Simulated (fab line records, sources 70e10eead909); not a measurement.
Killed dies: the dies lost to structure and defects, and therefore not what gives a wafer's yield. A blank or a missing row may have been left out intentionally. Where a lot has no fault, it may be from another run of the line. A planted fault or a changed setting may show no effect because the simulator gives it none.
Matching of chambers / flow nandHarc / rieDiel-11 running NHARC_A_CHANNEL_HOLE_D1_ETCH_44: 4 sister chambers
The step etches the open film in CF4/O2, target depth 140 nm, overetch 14 nm, time 77 s. 8 wafers are shown with their chamber, then 8 later ones without.

## EACH WAFER AND ITS CHAMBER
wafer=L080.1; chamber=3; drypumpMotorCurrentA (A)=5.31; rfVppV (V)=199.9
wafer=L080.5; chamber=3; drypumpMotorCurrentA (A)=5.29; rfVppV (V)=200.3
wafer=L080.6; chamber=2; drypumpMotorCurrentA (A)=5.80; rfVppV (V)=198.7
wafer=L083.1; chamber=1; drypumpMotorCurrentA (A)=5.66; rfVppV (V)=198.3
wafer=L088.1; chamber=0; drypumpMotorCurrentA (A)=6.30; rfVppV (V)=197.1
wafer=L088.4; chamber=0; drypumpMotorCurrentA (A)=6.29; rfVppV (V)=198.5
wafer=L088.5; chamber=1; drypumpMotorCurrentA (A)=5.67; rfVppV (V)=198.7
wafer=L090.1; chamber=2; drypumpMotorCurrentA (A)=5.81; rfVppV (V)=197.2

## WAFERS WHOSE CHAMBER IS MISSING
wafer=L090.4; drypumpMotorCurrentA (A)=5.67; rfVppV (V)=198.5
wafer=L090.6; drypumpMotorCurrentA (A)=5.65; rfVppV (V)=199.6
wafer=L089.1; drypumpMotorCurrentA (A)=5.28; rfVppV (V)=199.2
wafer=L089.3; drypumpMotorCurrentA (A)=5.82; rfVppV (V)=198.0
wafer=L089.6; drypumpMotorCurrentA (A)=5.65; rfVppV (V)=197.0
wafer=L092.1; drypumpMotorCurrentA (A)=5.28; rfVppV (V)=199.2
wafer=L092.2; drypumpMotorCurrentA (A)=5.67; rfVppV (V)=196.6
wafer=L092.6; drypumpMotorCurrentA (A)=5.82; rfVppV (V)=197.0

## EACH ONE'S CHAMBER
wafer=L090.4; from the rows above=1; in truth=1
wafer=L090.6; from the rows above=1; in truth=1
wafer=L089.1; from the rows above=3; in truth=3
wafer=L089.3; from the rows above=2; in truth=2
wafer=L089.6; from the rows above=1; in truth=1
wafer=L092.1; from the rows above=3; in truth=3
wafer=L092.2; from the rows above=1; in truth=1
wafer=L092.6; from the rows above=2; in truth=2
Correct placement for 8 of the 8. Left unplaced by these rows: 0. 0 placed wrongly.
How it was worked out, from the rows above alone: a wafer's distance from a chamber is the root of the sum, over the readings, of the square of ((its reading less the chamber's mean) divided by the reading's scatter). The wafer belongs to the nearest chamber; if the next one is less than 2 further off, it can't be placed. A chamber's mean is the mean of its shown wafers. The scatter is the square root of a quotient: the sum, over the shown wafers, of each reading's squared deviation from its chamber's mean, divided by wafers minus chambers.
